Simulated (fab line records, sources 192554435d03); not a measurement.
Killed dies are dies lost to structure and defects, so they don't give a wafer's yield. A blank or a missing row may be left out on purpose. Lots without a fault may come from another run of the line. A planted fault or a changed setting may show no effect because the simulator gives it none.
Which tool did it? | flow n5_finfet | 8 lots, 24 wafers sampled, at 5 steps of a route of 1938

WHAT THE GAUGES READ, wafer by wafer
N5_BEOL_M4_RC_MEAS_101. Usual: DIBL_N 35.7 mV/V, standard deviation 1.3; DIBL_P 35.4 mV/V, standard deviation 1.8; IOFF_N 0.152 nA/um, standard deviation 0.027; IOFF_P 0.20 nA/um, standard deviation 0.034; ION_N 672 uA/um, standard deviation 9.8; ION_P 461 uA/um, standard deviation 7.5; SS_N 71.4 mV/dec, standard deviation 0.55; SS_P 73.1 mV/dec, standard deviation 0.61; VT_N 251 mV, standard deviation 3.3; VT_P -251 mV, standard deviation 3.6.
lot  | measured     | on        | DIBL_N (mV/V)  | DIBL_P (mV/V)  | IOFF_N (nA/um)    | IOFF_P (nA/um) | ION_N (uA/um) | ION_P (uA/um) | SS_N (mV/dec)  | SS_P (mV/dec)  | VT_N (mV)   | VT_P (mV)      | flag
L516 | day 7 23:58  | prober-01 | 34.0 35.2 34.4 | 32.5 34.1 34.2 | 0.114 0.133 0.126 | 0.16 0.18 0.18 | 661 670 659   | 457 464 452   | 70.3 70.6 71.3 | 72.7 73.5 73.0 | 255 253 255 | -255 -251 -250 |
L517 | day 8 11:07  | prober-01 | 38.6 34.7 34.8 | 38.5 32.9 34.2 | 0.217 0.139 0.144 | 0.30 0.21 0.22 | 674 671 673   | 468 463 460   | 72.4 71.0 71.6 | 74.4 72.9 73.5 | 248 251 251 | -244 -249 -248 |
L519 | day 8 23:14  | prober-01 | 35.8 36.4 36.6 | 36.2 37.6 37.3 | 0.162 0.186 0.188 | 0.18 0.19 0.19 | 676 688 673   | 452 469 453   | 71.3 71.3 72.3 | 73.1 73.7 73.8 | 253 246 251 | -258 -252 -253 |
L522 | day 9 17:50  | prober-02 | 36.0 35.9 35.6 | 36.9 36.5 35.6 | 0.162 0.157 0.153 | 0.21 0.20 0.20 | 676 682 674   | 465 459 462   | 72.1 71.7 71.3 | 73.2 72.6 73.1 | 247 248 248 | -251 -250 -250 |
L524 | day 10 03:15 | prober-02 | 36.5 37.6 37.4 | 34.9 35.7 36.3 | 0.147 0.154 0.156 | 0.19 0.21 0.21 | 671 669 675   | 458 459 458   | 72.1 71.6 72.1 | 73.5 73.0 73.0 | 251 250 253 | -248 -251 -249 |
L526 | day 10 20:56 | prober-02 | 37.6 37.1 36.1 | 35.4 35.1 34.5 | 0.182 0.195 0.168 | 0.22 0.23 0.21 | 679 686 684   | 466 469 468   | 71.1 70.6 70.3 | 72.9 73.9 73.2 | 245 244 244 | -248 -245 -248 |
L531 | day 11 21:49 | prober-01 | 35.0 34.2 34.6 | 34.7 32.8 33.7 | 0.129 0.116 0.115 | 0.19 0.16 0.17 | 657 658 653   | 458 456 453   | 71.1 71.4 70.1 | 73.4 72.4 72.1 | 253 257 256 | -250 -252 -250 |
L537 | day 13 20:10 | prober-01 | 34.3 36.4 35.3 | 34.6 36.6 35.2 | 0.123 0.150 0.124 | 0.18 0.20 0.17 | 663 673 667   | 458 464 456   | 71.2 71.5 71.2 | 72.0 73.5 72.7 | 253 250 253 | -252 -250 -251 |

WHICH TOOL RAN EACH LOT (tool, then ch and the chambers of the sampled wafers, then the start)
lot  | N5_BEOL_M0_SAQP_ETCH_73            | N5_BEOL_M0_ETCH_138               | N5_BEOL_M0_STRIP_140              | N5_BEOL_M0_TRENCH_ETCH_107
L516 | rie_diel-03 ch 0,2,3, day 5 18:43  | rie_diel-06 ch 0,2, day 5 20:49   | rie_diel-05 ch 2, day 6 00:29     | rie_diel-06 ch 0,3, day 6 01:10
L517 | rie_diel-02 ch 0,2,3, day 6 04:48  | rie_diel-01 ch 0,1,2, day 6 06:13 | rie_diel-01 ch 0,2,3, day 6 06:55 | rie_diel-01 ch 0,1,3, day 6 07:07
L519 | rie_diel-04 ch 0,2, day 6 20:22    | rie_diel-05 ch 0,1,2, day 6 21:56 | rie_diel-01 ch 0,1, day 6 22:49   | rie_diel-01 ch 0,3, day 6 23:00
L522 | rie_diel-02 ch 0,3, day 7 12:56    | rie_diel-05 ch 1,2,3, day 7 14:53 | rie_diel-01 ch 1,2,3, day 7 15:50 | rie_diel-06 ch 1,2,3, day 7 16:01
L524 | rie_diel-02 ch 0,1,3, day 7 23:18  | rie_diel-01 ch 0,1,3, day 8 01:13 | rie_diel-06 ch 0,2,3, day 8 03:20 | rie_diel-01 ch 0,1,2, day 8 03:43
L526 | rie_diel-03 ch 0,3, day 8 14:19    | rie_diel-06 ch 1,2,3, day 8 15:53 | rie_diel-01 ch 1,2, day 8 16:13   | rie_diel-05 ch 0,1,2, day 8 16:25
L531 | rie_diel-03 ch 0,1,3, day 9 17:56  | rie_diel-05 ch 0,1,2, day 9 19:28 | rie_diel-01 ch 0,2,3, day 9 19:53 | rie_diel-06 ch 0,1,2, day 9 20:04
L537 | rie_diel-04 ch 0,1,3, day 11 11:18 | rie_diel-06 ch 1,3, day 11 13:47  | rie_diel-01 ch 1,2, day 11 14:51  | rie_diel-05 ch 0,1,3, day 11 15:07
- N5_BEOL_M0_SAQP_ETCH_73: etches SiARC in CF4, target depth 19.5 nm, time 32.5 s.
- N5_BEOL_M0_ETCH_138: etches SiCN in CH3F/O2, target depth 12 nm, time 31.6 s.
- N5_BEOL_M0_STRIP_140: strips in CF4.
- N5_BEOL_M0_TRENCH_ETCH_107: etches SiOC in C4F6/O2, target depth 32.8 nm, time 16.4 s.

WHAT THE TOOLS THEMSELVES READ (means of the sampled wafers that have a number; where no wafer has one, the mark that the record gives instead)
N5_BEOL_M0_SAQP_ETCH_73. Usual: drypump_motor_current_A 5.8 A, standard deviation 0.39; etch_rf_on_time_s 32.3 s, standard deviation 0.61; oes_product_au 0.66 a.u., standard deviation 0.075; rf_fwd_power_W 534 W, standard deviation 3; rf_vpp_V 183.7 V, standard deviation 1.2; showerhead_plenum_p_Torr 2.11 Torr, standard deviation 0.071; throttle_valve_pct 15.56 %, standard deviation 0.29.
lot  | tool        | drypump_motor_current_A (A) | etch_rf_on_time_s (s) | oes_product_au (a.u.) | rf_fwd_power_W (W) | rf_vpp_V (V) | showerhead_plenum_p_Torr (Torr) | throttle_valve_pct (%) | flag
L516 | rie_diel-03 | 6.2                         | 32.7                  | 0.67                  | 537                | 182.5        | 2.06                            | 15.61                  |
L517 | rie_diel-02 | 5.7                         | 33.0                  | 0.61                  | 533                | 184.8        | 2.15                            | 15.61                  |
L519 | rie_diel-04 | 5.6                         | 32.7                  | 0.59                  | 532                | 183.1        | 2.12                            | 15.90                  |
L522 | rie_diel-02 | 6.1                         | 33.4                  | 0.60                  | 534                | 184.5        | 2.18                            | 15.63                  |
L524 | rie_diel-02 | 5.9                         | 32.4                  | 0.63                  | 533                | 184.2        | 2.11                            | 15.51                  |
L526 | rie_diel-03 | 6.2                         | 32.3                  | 0.67                  | 538                | 182.8        | 2.06                            | 15.63                  |
L531 | rie_diel-03 | 5.7                         | 32.0                  | 0.72                  | 535                | 184.2        | 2.10                            | 15.55                  |
L537 | rie_diel-04 | 5.8                         | 32.8                  | 0.60                  | 534                | 184.2        | 2.15                            | 15.83                  |

N5_BEOL_M0_ETCH_138. Usual: drypump_motor_current_A 5.6 A, standard deviation 0.42; etch_rf_on_time_s 29.1 s, standard deviation 0.8; oes_product_au 0.69 a.u., standard deviation 0.068; rf_fwd_power_W 386.5 W, standard deviation 1.8; rf_vpp_V 297.4 V, standard deviation 1.7; showerhead_plenum_p_Torr 2.01 Torr, standard deviation 0.073; throttle_valve_pct 16.30 %, standard deviation 0.27.
lot  | tool        | drypump_motor_current_A (A) | etch_rf_on_time_s (s) | oes_product_au (a.u.) | rf_fwd_power_W (W) | rf_vpp_V (V) | showerhead_plenum_p_Torr (Torr) | throttle_valve_pct (%) | flag
L516 | rie_diel-06 | 5.5                         | 29.6                  | 0.66                  | 385.3              | 297.8        | 2.03                            | 16.46                  |
L517 | rie_diel-01 | 5.7                         | 29.6                  | 0.63                  | 384.1              | 296.9        | 1.97                            | 16.42                  |
L519 | rie_diel-05 | 5.8                         | 28.1                  | 0.78                  | 387.0              | 297.4        | 1.98                            | 16.12                  |
L522 | rie_diel-05 | 5.6                         | 28.6                  | 0.77                  | 385.3              | 297.8        | 2.04                            | 16.18                  |
L524 | rie_diel-01 | 5.8                         | 28.3                  | 0.63                  | 385.2              | 296.2        | 1.97                            | 16.40                  |
L526 | rie_diel-06 | 5.9                         | 30.2                  | 0.64                  | 388.1              | 299.1        | 2.06                            | 16.57                  |
L531 | rie_diel-05 | 5.7                         | 27.2                  | 0.77                  | 465.8              | 282.5        | 1.97                            | 16.19                  | OFF
L537 | rie_diel-06 | 6.0                         | 29.3                  | 0.74                  | 387.5              | 298.9        | 2.10                            | 16.38                  |

N5_BEOL_M0_STRIP_140. Usual: bias_power_w 75.02 W, standard deviation 0.21; drypump_motor_current_A 5.6 A, standard deviation 0.42; oes_product_au 0.78 a.u., standard deviation 0.078; rf_fwd_power_W 292.6 W, standard deviation 0.83; rf_vpp_V 271.2 V, standard deviation 1.7; showerhead_plenum_p_Torr 1.79 Torr, standard deviation 0.056; throttle_valve_pct 13.62 %, standard deviation 0.29.
lot  | tool        | bias_power_w (W) | drypump_motor_current_A (A) | oes_product_au (a.u.) | rf_fwd_power_W (W) | rf_vpp_V (V) | showerhead_plenum_p_Torr (Torr) | throttle_valve_pct (%) | flag
L516 | rie_diel-05 | 75.09            | 5.6                         | 0.87                  | 292.5              | 271.1        | 1.75                            | 13.68                  |
L517 | rie_diel-01 | 74.92            | 5.6                         | 0.76                  | 292.8              | 270.0        | 1.76                            | 13.50                  |
L519 | rie_diel-01 | 74.97            | 5.8                         | 0.70                  | 291.8              | 271.8        | 1.78                            | 13.83                  |
L522 | rie_diel-01 | 75.00            | 5.4                         | 0.76                  | 292.8              | 269.0        | 1.75                            | 13.46                  |
L524 | rie_diel-06 | 74.97            | 5.4                         | 0.74                  | 293.2              | 272.2        | 1.84                            | 13.86                  |
L526 | rie_diel-01 | 75.01            | 5.5                         | 0.71                  | 292.6              | 270.4        | 1.77                            | 13.69                  |
L531 | rie_diel-01 | 75.13            | 5.6                         | 0.75                  | 291.6              | 268.4        | 1.75                            | 13.58                  |
L537 | rie_diel-01 | 75.19            | 5.4                         | 0.72                  | 291.8              | 269.5        | 1.75                            | 13.61                  |

N5_BEOL_M0_TRENCH_ETCH_107. Usual: drypump_motor_current_A 5.6 A, standard deviation 0.44; oes_product_au 0.79 a.u., standard deviation 0.077; rf_fwd_power_W 348.7 W, standard deviation 2; rf_vpp_V 663 V, standard deviation 4.7; showerhead_plenum_p_Torr 2.85 Torr, standard deviation 0.096; throttle_valve_pct 20.89 %, standard deviation 0.28.
lot  | tool        | drypump_motor_current_A (A) | oes_product_au (a.u.) | rf_fwd_power_W (W) | rf_vpp_V (V) | showerhead_plenum_p_Torr (Torr) | throttle_valve_pct (%) | flag
L516 | rie_diel-06 | 5.1                         | 0.81                  | 350.4              | 667          | 2.98                            | 21.07                  |
L517 | rie_diel-01 | 5.7                         | 0.74                  | 347.6              | 663          | 2.81                            | 20.91                  |
L519 | rie_diel-01 | 5.6                         | 0.78                  | 346.4              | 664          | 2.79                            | 20.73                  |
L522 | rie_diel-06 | 5.9                         | 0.76                  | 349.1              | 662          | 2.93                            | 21.11                  |
L524 | rie_diel-01 | 5.7                         | 0.73                  | 348.9              | 660          | 2.80                            | 20.97                  |
L526 | rie_diel-05 | 5.7                         | 0.87                  | 350.3              | 661          | 2.81                            | 20.72                  |
L531 | rie_diel-06 | 5.6                         | 0.79                  | 347.8              | 661          | 2.94                            | 21.03                  |
L537 | rie_diel-05 | 5.5                         | 0.85                  | 349.3              | 666          | 2.89                            | 20.65                  |

THE ANSWER, worked out from the rows above alone
Rule: a lot is off if the mean of its wafers that have a number lies more than 3 standard deviations from the usual mean. A lot without any number at a reading at which 4 lots or more have one is off too. The other lots that the step has rows for count as sound. The gauges are gone through in route order, then the tools' own readings, and for those a lot's mean is taken as printed above. The first step at which some lot is off is used, and at that step the reading that is off furthest; a lot without a number counts as furthest.
Off: L531, at N5_BEOL_M0_ETCH_138 (rf_fwd_power_W).
A tool fits if, at that step or a process step before it, it ran every lot that is off, and no sound lot after the first of them. Can't be told from this: 2 tools fit, rie_diel-03 at N5_BEOL_M0_SAQP_ETCH_73, rie_diel-05 at N5_BEOL_M0_ETCH_138.

WHAT THE SIMULATOR HAD PUT IN
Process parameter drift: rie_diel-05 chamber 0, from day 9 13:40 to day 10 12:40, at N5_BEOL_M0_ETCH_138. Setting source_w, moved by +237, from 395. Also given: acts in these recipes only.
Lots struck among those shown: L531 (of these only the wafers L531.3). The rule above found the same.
